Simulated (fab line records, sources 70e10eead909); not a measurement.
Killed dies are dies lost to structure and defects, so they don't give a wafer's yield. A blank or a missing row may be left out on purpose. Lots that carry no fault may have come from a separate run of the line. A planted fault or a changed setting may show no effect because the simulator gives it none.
8D (eight disciplines) problem report, filled in by code | flow nand harc | the parts of the form that need people (team, actions taken, sign-off) are left out

== 1. WHAT IS WRONG ==
Wafers with no fault read 29 with a standard deviation of 11, whereas killed at array at NHARC_END_SORT_01 reads a mean of 121 on 1 wafer of 1 lot. That is +8.4 standard deviations from the usual mean.
First observed at day 23 08:32: wafer L600.4, on prober-01. The record holds 3 wafers of 1 lot with a number at this step. Rule for "out", or "out of limits": more than 4 standard deviations from the usual mean. Any other wafer with a number is counted as sound.

== 2. WHAT IT IS; WHAT IT IS NOT ==
question                    | is                           | is not
which readings at this step | killed at array, killed dies | killed at other, killed at periphery, killed open, killed short
which lots                  | L600                         | -
which wafers of those lots  | L600.4                       | L600.3, L600.6
read on which gauges        | prober-01                    | -
when                        | from day 23 08:32            | up to then (1 sound wafer); but 1 sound wafer of L600 came after

== 3. WHAT RULES OUT EACH SUSPECT ==
Counting: a tool at a process step up to the reading stays a suspect if it ran every lot that is out. Sound lots after the first of them don't rule it out here, since some wafers of a struck lot are sound.
- the gauge at NHARC_END_SORT_01 is ruled out. All the wafers that are out were read on prober-01, but those of them that NHARC_A_STAIRCASE_TRIM_231 has rows for are out there too, on other tools.
- rie diel-11 at NHARC_A_STAIRCASE_DESCUM_219 (chemistry O2, time 3 s): kept. It ran the lot that is out, L600 (day 15 04:52).
- rie diel-11 at NHARC_A_STAIRCASE_TRIM_226 (chemistry O2, time 211.2 s): kept. It ran the lot that is out, L600 (day 15 06:28). Because NHARC_A_STAIRCASE_TRIM_226 lacks a start for some lots, the hours and order of its lots are taken from NHARC_A_STAIRCASE_TRIM_231.
- rie diel-10 at NHARC_A_STAIRCASE_TRIM_231 (chemistry O2, time 211.2 s): kept. It ran the lot that is out, L600 (day 15 06:28). Its own run length s readings are out on those wafers.
- rie diel-10 at NHARC_A_STAIRCASE_TRIM_235 (chemistry O2, time 211.2 s): kept. It ran the lot that is out, L600 (day 23 07:44). Because NHARC_A_STAIRCASE_TRIM_235 lacks a start for some lots, the hours and order of its lots are taken from NHARC_END_SORT_01.
- The sound lot-mates ran in chamber 2 of rie diel-11 at NHARC_A_STAIRCASE_DESCUM_219, but the wafers that are out ran in chamber 0.
- At NHARC_A_STAIRCASE_TRIM_226, inside rie diel-11: chamber 2 took the wafers that are out, while their sound lot-mates went through chambers 1, 3.
- The sound lot-mates ran in chamber 1 of rie diel-10 at NHARC_A_STAIRCASE_TRIM_231, but the wafers that are out ran in chamber 2.
- The sound lot-mates ran in chamber 2 of rie diel-10 at NHARC_A_STAIRCASE_TRIM_235, but the wafers that are out ran in chamber 3.
Left after counting: rie diel-11 at NHARC_A_STAIRCASE_DESCUM_219, rie diel-11 at NHARC_A_STAIRCASE_TRIM_226, rie diel-10 at NHARC_A_STAIRCASE_TRIM_231, rie diel-10 at NHARC_A_STAIRCASE_TRIM_235.

== 4. THE CAUSE (what the simulator had put in) ==
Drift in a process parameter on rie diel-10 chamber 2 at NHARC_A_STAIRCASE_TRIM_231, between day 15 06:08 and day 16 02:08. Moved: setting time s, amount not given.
After counting, 4 suspects remain, this tool included.

== 5. THE EFFECT CHAIN, in route order ==
Each row: a reading whose mean over the struck wafers that have a number lies more than 3 standard deviations from the usual. Only readings whose record carries a usual standard deviation are examined. hours: median over the lots of the time between each lot's start at the first step of this table that gives one and its start at this step. sigmas: the change, counted in usual standard deviations.
hours | step                       | reading         | usual   | on struck wafers | change | sigmas
0     | NHARC_A_STAIRCASE_TRIM_231 | run length s    | 232.6 s | 299.2            | +66.6  | +99 or more
194   | NHARC_END_SORT_01          | killed at array | 29      | 121              | +92    | +8.4
194   | NHARC_END_SORT_01          | killed dies     | 33      | 121              | +88    | +8.0
The process steps in it:
- NHARC_A_STAIRCASE_TRIM_231: chemistry O2, time 211.2 s.

== 6. HOW IT WOULD HAVE BEEN CAUGHT EARLIER ==
The first out-of-limits reading at a measuring or inspecting step in this record came at day 23 08:32, 194 hours after the fault's start at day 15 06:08.
Tool's own readings at NHARC_A_STAIRCASE_TRIM_231, run length s: out on all struck wafers the step has rows for; an alarm limit on them would have tripped on the first.
All the lots that are out (1) had begun NHARC_A_STAIRCASE_TRIM_231 on rie diel-10 by day 23 08:32. None of them would have been spared by holding the tool at that moment.
